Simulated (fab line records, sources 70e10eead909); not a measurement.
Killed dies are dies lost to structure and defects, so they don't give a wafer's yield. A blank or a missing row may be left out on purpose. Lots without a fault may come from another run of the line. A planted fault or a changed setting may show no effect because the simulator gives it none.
Chamber matching | flow nand_harc | NHARC_A_BLC_ALD_23 on ald_metal-04: 4 sister chambers
The step deposits TiN, target thk 3 nm, pulse time 1 s, ald cycles 150. 24 wafers are shown with their chamber, then 12 later ones without.

WAFERS WITH THEIR CHAMBER
wafer  | chamber | heater_power_w (W) | precursor_pulse_height_rel
L075.1 | 1       | 960                | 1.018
L075.5 | 3       | 917                | 1.012
L075.6 | 0       | 1195               | 0.986
L078.1 | 3       | 881                | 1.014
L078.2 | 1       | 943                | 0.999
L078.6 | 3       | 932                | 0.990
L081.1 | 1       | 911                | 1.020
L081.5 | 2       | 1158               | 0.993
L081.6 | 1       | 934                | 0.961
L082.1 | 2       | 1121               | 1.028
L082.4 | 0       | 1196               | 1.028
L082.5 | 2       | 1140               | 0.982
L084.1 | 2       | 1136               | 0.992
L084.2 | 0       | 1183               | 1.001
L084.6 | 2       | 1147               | 0.990
L083.2 | 3       | 910                | 1.001
L083.3 | 2       | 1177               | 0.978
L083.4 | 1       | 949                | 0.987
L089.3 | 1       | 954                | 0.993
L089.4 | 0       | 1148               | 1.009
L089.6 | 1       | 969                | 1.057
L088.4 | 2       | 1118               | 1.032
L088.5 | 0       | 1260               | 0.967
L088.6 | 3       | 915                | 1.024

SIGNATURES (means of the wafers above)
reading                    | chamber 0 | chamber 1 | chamber 2 | chamber 3 | scatter within a chamber
heater_power_w             | 1196.40   | 945.71    | 1142.43   | 911.00    | 25.2
precursor_pulse_height_rel | 0.99820   | 1.00500   | 0.99929   | 1.00820   | 0.0236
Rule: a wafer's distance from a chamber is the root of the sum, over the readings, of the square of ((its reading less the chamber's mean) divided by the reading's scatter). The wafer belongs to the nearest chamber; if the next one is less than 2 further off, it can't be placed. The scatter: the root of (the sum of the squares of (reading less its chamber's mean) over the shown wafers, divided by (wafers less chambers)).

WAFERS WITHOUT THEIR CHAMBER
wafer  | heater_power_w (W) | precursor_pulse_height_rel
L090.2 | 1156               | 1.018
L090.3 | 929                | 1.008
L090.6 | 910                | 0.986
L092.2 | 898                | 0.968
L092.3 | 1262               | 1.012
L092.4 | 915                | 1.038
L094.1 | 1235               | 0.996
L094.5 | 921                | 1.007
L094.6 | 1229               | 1.010
L095.1 | 1161               | 0.982
L095.4 | 921                | 0.986
L095.6 | 1240               | 1.020

WHICH CHAMBER EACH WENT THROUGH
wafer  | from the rows above     | in truth
L090.2 | can't be placed: 2 or 0 | 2
L090.3 | can't be placed: 1 or 3 | 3
L090.6 | can't be placed: 3 or 1 | 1
L092.2 | can't be placed: 3 or 1 | 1
L092.3 | 0                       | 0
L092.4 | can't be placed: 3 or 1 | 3
L094.1 | 0                       | 0
L094.5 | can't be placed: 3 or 1 | 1
L094.6 | 0                       | 0
L095.1 | can't be placed: 2 or 0 | 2
L095.4 | can't be placed: 3 or 1 | 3
L095.6 | 0                       | 0
Placed correctly: 4 of 12. Can't be placed from these rows: 8 (the true chamber is among the candidates in 8). Placed wrongly: 0.
